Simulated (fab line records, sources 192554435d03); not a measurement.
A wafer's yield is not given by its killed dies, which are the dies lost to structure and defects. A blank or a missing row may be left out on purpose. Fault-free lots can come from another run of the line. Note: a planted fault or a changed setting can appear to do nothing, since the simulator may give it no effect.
Which of the tools did it?    flow n5_finfet    31 wafers from 11 lots sampled at 4 of the route's 1938 steps

== WHAT THE GAUGES READ, wafer by wafer ==
N5_BEOL_M8_THK_MEAS_01.
lot   measured      on             M8_ILD_THK (nm)
L207  day 10 09:32  film_metro-02  151.4 151.3 153.9
L209  day 10 12:12  film_metro-02  153.7 154.4 155.2
L211  day 11 00:22  film_metro-02  152.4 158.0 154.0
L210  day 11 02:26  film_metro-02  152.7 157.2 154.1
L213  day 11 13:01  film_metro-01  153.0 154.0 157.2
L214  day 11 21:53  film_metro-01  154.7 154.3 158.1
L218  day 13 03:32  film_metro-02  150.8 153.7 151.5
L222  day 14 11:31  film_metro-01  157.4 151.2 157.1
L226  day 15 08:07  film_metro-01  154.2 181.0
L228  day 15 22:32  film_metro-02  152.3 183.2
L229  day 16 01:10  film_metro-01  150.2 149.3 149.3

== EACH LOT AND THE TOOL THAT RAN IT (in order: tool; ch and the chambers of the sampled wafers; start) ==
lot   N5_BEOL_M7_ANNEAL_51              N5_BEOL_M7_DEP_56                N5_BEOL_M8_ILD_DEP_00
L207  rtp_anneal-02 ch 0, day 10 08:09  pecvd-01 ch 0,1,2, day 10 08:49  pecvd-02 ch 0,1, day 10 08:56
L209  rtp_anneal-01 ch 0, day 10 10:49  pecvd-04 ch 1,2, day 10 11:28    pecvd-02 ch 0,1, day 10 11:36
L211  rtp_anneal-02 ch 0, day 10 23:05  pecvd-03 ch 0,1, day 10 23:39    pecvd-04 ch 0,1,2, day 10 23:47
L210  rtp_anneal-02 ch 0, day 11 01:01  pecvd-04 ch 0,1,2, day 11 01:37  pecvd-02 ch 1,2, day 11 01:45
L213  rtp_anneal-02 ch 0, day 11 11:20  pecvd-03 ch 0,1,2, day 11 12:00  pecvd-02 ch 1,2, day 11 12:08
L214  rtp_anneal-02 ch 0, day 11 19:26  pecvd-03 ch 1,2, day 11 20:05    pecvd-02 ch 0,1, day 11 20:13
L218  rtp_anneal-02 ch 0, day 13 02:05  pecvd-01 ch 0,1,2, day 13 02:44  pecvd-03 ch 0,1,2, day 13 02:53
L222  rtp_anneal-01 ch 0, day 14 09:40  pecvd-03 ch 0,1,2, day 14 10:20  pecvd-02 ch 0,1, day 14 10:28
L226  rtp_anneal-01 ch 0, day 15 06:07  pecvd-03 ch 0, day 15 06:40      pecvd-02 ch 0,1, day 15 06:48
L228  rtp_anneal-01 ch 0, day 15 21:01  pecvd-04 ch 0,1, day 15 21:41    pecvd-02 ch 1, day 15 21:49
L229  rtp_anneal-01 ch 0, day 15 23:47  pecvd-03 ch 0,1,2, day 16 00:27  pecvd-03 ch 0,1, day 16 00:35
- N5_BEOL_M7_ANNEAL_51: time 90 s.
- N5_BEOL_M7_DEP_56: deposits SiCN from 3MS/NH3, target thk 10 nm, time 17.5 s.
- N5_BEOL_M8_ILD_DEP_00: deposits SiCOH lowk from DEMS/porogen, target thk 179.75 nm, time 33.4 s.

== THE ANSWER, worked out from the rows above alone ==
Rule: usual is defined by the lots themselves. The widest of any qualifying gaps counts: lots, ordered by their means at a reading, are off when they make up no more than a third of the lots, leave a main group of 4 or more, and stand apart from it by 3 or more times the standard deviation of that group's means. A main group whose means are all the same, to the digits that the tables above print for the reading, isn't used. A lot without any number at a reading at which 4 lots or more have one is off too. Any other lot the step has rows for is counted as sound.
Off: L226, L228, at N5_BEOL_M8_THK_MEAS_01 (M8_ILD_THK). For the main group the mean is 153.7 nm and the standard deviation 1.9.
A tool fits if, at a process step before that reading, it ran every lot that is off, and no sound lot after the first of them. Gauges at N5_BEOL_M8_THK_MEAS_01: tried the same way as those tools. One fits: N5_BEOL_M8_ILD_DEP_00 on pecvd-02. A fault onset in the window from L222 (day 14 10:28, its last sound lot) to L226 (day 15 06:48, its first lot off) fits.

== WHAT WAS PUT IN BY THE SIMULATOR ==
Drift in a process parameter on pecvd-02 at N5_BEOL_M8_ILD_DEP_00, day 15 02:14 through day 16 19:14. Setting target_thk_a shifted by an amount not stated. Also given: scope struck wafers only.
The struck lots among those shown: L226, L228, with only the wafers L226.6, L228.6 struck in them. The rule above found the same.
